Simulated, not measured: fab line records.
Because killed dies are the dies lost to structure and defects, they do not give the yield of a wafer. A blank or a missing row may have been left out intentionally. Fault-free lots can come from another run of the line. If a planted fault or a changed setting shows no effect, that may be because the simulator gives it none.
Code-filled problem report in 8D (eight disciplines) form | flow nand_harc | the parts of the form that need people (team, actions taken, sign-off) are left out

## 1. WHAT WENT WRONG
Wafers with no fault read 3.9 with a standard deviation of 2.5, whereas killed_at_periphery at NHARC_END_SORT_01 reads a mean of 66.0 on 1 wafer of 1 lot. That is +25 standard deviations from the usual mean.
First seen on wafer L126.6, day 30 21:55, on prober-02. The record holds 1 wafer of 1 lot with a number at this step. The rule behind "out" and "out of limits": a value lying over 4 standard deviations away from the usual mean. The rest of the wafers with a number are treated as sound.

## 2. WHAT THIS IS AND IS NOT
question                    | is                     | is not
which readings at this step | killed_at_periphery    | killed_at_array, killed_at_other, killed_dies, killed_open, killed_short
which lots                  | L126                   | -
which wafers of those lots  | all that have a number | -
read on which gauges        | prober-02              | -
when                        | from day 30 21:55      | up to then (0 sound wafers)

## 3. WHAT RULES OUT EACH SUSPECT
Counting: any tool at a process step up to the reading is kept as a suspect provided that every lot that is out went through it and no sound lot did after the first of them.
- the gauge at NHARC_END_SORT_01: kept. All the wafers that are out were read on prober-02, and no step on other tools shows them out.
- rie_diel-01 at NHARC_P_CONTACT_ETCH_18 (etches the open film in C4F8/O2/Ar, target depth 481 nm, time 240.5 s): kept. It ran the lot that is out, L126 (day 12 02:29), and no sound lot after that.
- rie_diel-03 at NHARC_P_M0_DESCUM_14 (chemistry O2, time 3 s): kept. It ran the lot that is out, L126 (day 12 09:28), and no sound lot after that.
- rie_diel-03 at NHARC_P_M0_ETCH_34 (etches the open film in N2/H2, target depth 40 nm, overetch 12 nm, time 43.94 s): kept. It ran the lot that is out, L126 (day 12 09:33), and no sound lot after that.
- rie_diel-03 at NHARC_P_M0_STRIP_18 (strips in N2/H2): kept. It ran the lot that is out, L126 (day 12 09:56), and no sound lot after that.
- pvd_sputter-02 at NHARC_P_M0_PVD_20 (deposits TaN, target thk 5 nm, time 8.06 s): kept. It ran the lot that is out, L126 (day 30 21:55), and no sound lot after that. NHARC_P_M0_PVD_20 gives no start for some lots, so the hours and the order of its lots are those of NHARC_END_SORT_01.
Left after counting: rie_diel-01 at NHARC_P_CONTACT_ETCH_18, rie_diel-03 at NHARC_P_M0_DESCUM_14, rie_diel-03 at NHARC_P_M0_ETCH_34, rie_diel-03 at NHARC_P_M0_STRIP_18, pvd_sputter-02 at NHARC_P_M0_PVD_20, prober-02 at NHARC_END_SORT_01.

## 4. THE CAUSE (what the simulator had put in)
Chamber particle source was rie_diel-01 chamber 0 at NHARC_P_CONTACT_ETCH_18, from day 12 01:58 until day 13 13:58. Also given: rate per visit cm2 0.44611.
6 suspects survive the count, and this tool is in that group.

## 5. THE CHAIN OF EFFECTS, in route order
Each row: a reading whose mean over the struck wafers that have a number lies more than 3 standard deviations from the usual. Only readings for which the record gives a usual standard deviation are gone through. hours: the time from each lot's start at the first step in this table that gives one to its start at this step, as a median over the lots. sigmas: the change in usual standard deviations.
hours | step              | reading             | usual | on struck wafers | change | sigmas
0     | NHARC_END_SORT_01 | killed_at_periphery | 3.9   | 66.0             | +62.1  | +25

## 6. HOW IT WOULD HAVE BEEN CAUGHT EARLIER
452 hours passed between the start of the fault at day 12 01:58 and the first reading out of limits at a measuring or inspecting step in this record, taken at day 30 21:55.
Tool readings at NHARC_P_CONTACT_ETCH_18 with a usual standard deviation given in the record: none out on any struck wafer, hence no alarm at a limit of 4 standard deviations on them.
The start of NHARC_P_CONTACT_ETCH_18 on rie_diel-01 came by day 30 21:55 for every one of the lots that are out (1). Had the tool been put on hold then, not one of them would have been saved.
